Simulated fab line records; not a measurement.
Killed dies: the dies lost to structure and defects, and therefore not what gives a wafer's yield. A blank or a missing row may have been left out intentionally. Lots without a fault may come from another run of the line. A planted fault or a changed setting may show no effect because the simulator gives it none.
Chamber matching :: flow n5-finfet :: N5_BEOL_M8_STRIP_67 on rie-diel-05: 4 sister chambers
The step strips in CF4. 22 wafers are shown with their chamber, then 11 later ones without.

== EACH WAFER AND ITS CHAMBER ==
wafer: L074.3
chamber: 1
drypump-motor-current-A (A): 5.9
showerhead-plenum-p-Torr (Torr): 1.71
throttle-valve-pct (%): 13.40

wafer: L074.4
chamber: 0
drypump-motor-current-A (A): 5.3
showerhead-plenum-p-Torr (Torr): 1.71
throttle-valve-pct (%): 14.10

wafer: L074.5
chamber: 1
drypump-motor-current-A (A): 5.9
showerhead-plenum-p-Torr (Torr): 1.71
throttle-valve-pct (%): 13.42

wafer: L076.2
chamber: 3
drypump-motor-current-A (A): 5.8
showerhead-plenum-p-Torr (Torr): 1.90
throttle-valve-pct (%): 13.16

wafer: L076.3
chamber: 0
drypump-motor-current-A (A): 5.3
showerhead-plenum-p-Torr (Torr): 1.71
throttle-valve-pct (%): 14.12

wafer: L076.4
chamber: 1
drypump-motor-current-A (A): 5.9
showerhead-plenum-p-Torr (Torr): 1.71
throttle-valve-pct (%): 13.43

wafer: L079.2
chamber: 2
drypump-motor-current-A (A): 5.4
showerhead-plenum-p-Torr (Torr): 1.91
throttle-valve-pct (%): 13.33

wafer: L079.4
chamber: 0
drypump-motor-current-A (A): 5.3
showerhead-plenum-p-Torr (Torr): 1.70
throttle-valve-pct (%): 14.17

wafer: L079.6
chamber: 2
drypump-motor-current-A (A): 5.4
showerhead-plenum-p-Torr (Torr): 1.91
throttle-valve-pct (%): 13.33

wafer: L080.1
chamber: 3
drypump-motor-current-A (A): 5.8
showerhead-plenum-p-Torr (Torr): 1.90
throttle-valve-pct (%): 13.19

wafer: L080.2
chamber: 1
drypump-motor-current-A (A): 5.9
showerhead-plenum-p-Torr (Torr): 1.71
throttle-valve-pct (%): 13.44

wafer: L080.4
chamber: 0
drypump-motor-current-A (A): 5.3
showerhead-plenum-p-Torr (Torr): 1.70
throttle-valve-pct (%): 14.16

wafer: L082.1
chamber: 1
drypump-motor-current-A (A): 5.9
showerhead-plenum-p-Torr (Torr): 1.70
throttle-valve-pct (%): 13.48

wafer: L082.3
chamber: 3
drypump-motor-current-A (A): 5.8
showerhead-plenum-p-Torr (Torr): 1.90
throttle-valve-pct (%): 13.18

wafer: L082.5
chamber: 1
drypump-motor-current-A (A): 5.9
showerhead-plenum-p-Torr (Torr): 1.70
throttle-valve-pct (%): 13.46

wafer: L084.1
chamber: 3
drypump-motor-current-A (A): 5.8
showerhead-plenum-p-Torr (Torr): 1.90
throttle-valve-pct (%): 13.18

wafer: L084.3
chamber: 1
drypump-motor-current-A (A): 5.9
showerhead-plenum-p-Torr (Torr): 1.70
throttle-valve-pct (%): 13.49

wafer: L084.6
chamber: 1
drypump-motor-current-A (A): 5.9
showerhead-plenum-p-Torr (Torr): 1.70
throttle-valve-pct (%): 13.46

wafer: L085.3
chamber: 3
drypump-motor-current-A (A): 5.7
showerhead-plenum-p-Torr (Torr): 1.89
throttle-valve-pct (%): 13.17

wafer: L085.4
chamber: 2
drypump-motor-current-A (A): 5.4
showerhead-plenum-p-Torr (Torr): 1.90
throttle-valve-pct (%): 13.37

wafer: L085.5
chamber: 1
drypump-motor-current-A (A): 5.9
showerhead-plenum-p-Torr (Torr): 1.70
throttle-valve-pct (%): 13.49

wafer: L086.4
chamber: 2
drypump-motor-current-A (A): 5.4
showerhead-plenum-p-Torr (Torr): 1.90
throttle-valve-pct (%): 13.36

SIGNATURES, as means of the wafers listed above
reading: drypump-motor-current-A
chamber 0: 5.300
chamber 1: 5.900
chamber 2: 5.400
chamber 3: 5.780
scatter within a chamber: 0.0211

reading: showerhead-plenum-p-Torr
chamber 0: 1.7050
chamber 1: 1.7044
chamber 2: 1.9050
chamber 3: 1.8980
scatter within a chamber: 0.00528

reading: throttle-valve-pct
chamber 0: 14.1375
chamber 1: 13.4522
chamber 2: 13.3475
chamber 3: 13.1760
scatter within a chamber: 0.0271
Rule: distance of a wafer from a chamber = root of the sum over the readings of ((wafer's reading minus chamber's mean) / reading's scatter) squared. If the next closest chamber is less than 2 further off than the closest, the wafer can't be placed; otherwise it belongs to the closest. How the scatter is found: for the shown wafers, subtract from each reading the mean of its chamber, square and add these, divide the total by (wafers less chambers), then take the root.

== WAFERS MISSING THEIR CHAMBER ==
wafer: L086.5
drypump-motor-current-A (A): 5.9
showerhead-plenum-p-Torr (Torr): 1.70
throttle-valve-pct (%): 13.49

wafer: L086.6
drypump-motor-current-A (A): 5.9
showerhead-plenum-p-Torr (Torr): 1.89
throttle-valve-pct (%): 13.20

wafer: L088.2
drypump-motor-current-A (A): 5.8
showerhead-plenum-p-Torr (Torr): 1.89
throttle-valve-pct (%): 13.21

wafer: L088.4
drypump-motor-current-A (A): 5.4
showerhead-plenum-p-Torr (Torr): 1.90
throttle-valve-pct (%): 13.40

wafer: L088.5
drypump-motor-current-A (A): 5.3
showerhead-plenum-p-Torr (Torr): 1.91
throttle-valve-pct (%): 13.59

wafer: L092.1
drypump-motor-current-A (A): 5.3
showerhead-plenum-p-Torr (Torr): 1.91
throttle-valve-pct (%): 13.64

wafer: L092.3
drypump-motor-current-A (A): 5.4
showerhead-plenum-p-Torr (Torr): 1.89
throttle-valve-pct (%): 13.43

wafer: L092.4
drypump-motor-current-A (A): 5.8
showerhead-plenum-p-Torr (Torr): 1.89
throttle-valve-pct (%): 13.25

wafer: L094.1
drypump-motor-current-A (A): 5.4
showerhead-plenum-p-Torr (Torr): 1.89
throttle-valve-pct (%): 13.42

wafer: L094.2
drypump-motor-current-A (A): 5.8
showerhead-plenum-p-Torr (Torr): 1.89
throttle-valve-pct (%): 13.26

wafer: L094.6
drypump-motor-current-A (A): 5.3
showerhead-plenum-p-Torr (Torr): 1.91
throttle-valve-pct (%): 13.62

== THE CHAMBER EACH PASSED THROUGH ==
wafer: L086.5
from the rows above: 1
in truth: 1

wafer: L086.6
from the rows above: 3
in truth: 3

wafer: L088.2
from the rows above: 3
in truth: 3

wafer: L088.4
from the rows above: 2
in truth: 2

wafer: L088.5
from the rows above: 2
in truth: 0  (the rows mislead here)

wafer: L092.1
from the rows above: 2
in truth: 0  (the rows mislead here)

wafer: L092.3
from the rows above: 2
in truth: 2

wafer: L092.4
from the rows above: 3
in truth: 3

wafer: L094.1
from the rows above: 2
in truth: 2

wafer: L094.2
from the rows above: 3
in truth: 3

wafer: L094.6
from the rows above: 2
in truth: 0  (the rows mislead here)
8 of 11 placed correctly. From these rows, 0 cannot be placed. Placed wrongly: 3.
